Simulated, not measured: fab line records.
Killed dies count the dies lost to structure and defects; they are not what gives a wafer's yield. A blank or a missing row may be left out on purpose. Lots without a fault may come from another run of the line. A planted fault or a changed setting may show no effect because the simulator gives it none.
Matching of chambers / flow n5_finfet / 4 sister chambers for N5_BEOL_M11_STRIP_67 on rie_diel-05
The step strips in CF4. 4 wafers are shown with their chamber, then 8 later ones without.

== WAFERS, EACH WITH ITS CHAMBER ==
wafer=L078.5; chamber=2; showerhead_plenum_p_Torr (Torr)=1.76
wafer=L078.6; chamber=1; showerhead_plenum_p_Torr (Torr)=1.78
wafer=L084.6; chamber=0; showerhead_plenum_p_Torr (Torr)=1.90
wafer=L089.2; chamber=3; showerhead_plenum_p_Torr (Torr)=1.76

== WAFERS WHOSE CHAMBER IS MISSING ==
wafer=L089.3; showerhead_plenum_p_Torr (Torr)=1.78
wafer=L089.5; showerhead_plenum_p_Torr (Torr)=1.78
wafer=L092.1; showerhead_plenum_p_Torr (Torr)=1.89
wafer=L092.2; showerhead_plenum_p_Torr (Torr)=1.78
wafer=L092.3; showerhead_plenum_p_Torr (Torr)=1.76
wafer=L094.1; showerhead_plenum_p_Torr (Torr)=1.78
wafer=L094.5; showerhead_plenum_p_Torr (Torr)=1.78
wafer=L094.6; showerhead_plenum_p_Torr (Torr)=1.76

== THE CHAMBER EACH PASSED THROUGH ==
wafer=L089.3; from the rows above=1; in truth=1
wafer=L089.5; from the rows above=1; in truth=1
wafer=L092.1; from the rows above=0; in truth=0
wafer=L092.2; from the rows above=1; in truth=1
wafer=L092.3; from the rows above=can't be placed: 2 or 3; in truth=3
wafer=L094.1; from the rows above=1; in truth=1
wafer=L094.5; from the rows above=1; in truth=1
wafer=L094.6; from the rows above=can't be placed: 2 or 3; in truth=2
Placed correctly: 6 of 8. Can't be placed from these rows: 2 (the true chamber is among the candidates in 2). Placed wrongly: 0.
How it was worked out, from the rows above alone: a wafer's distance from a chamber is the root of the sum, over the readings, of the square of ((its reading less the chamber's mean) divided by the reading's scatter). The wafer belongs to the nearest chamber; if the next one is less than 2 further off, it can't be placed. For every chamber, the mean is computed from those of its wafers that are shown. The scatter: with one shown wafer a chamber, the root of the mean of the squares of how far each hidden wafer lies from its nearest shown one.
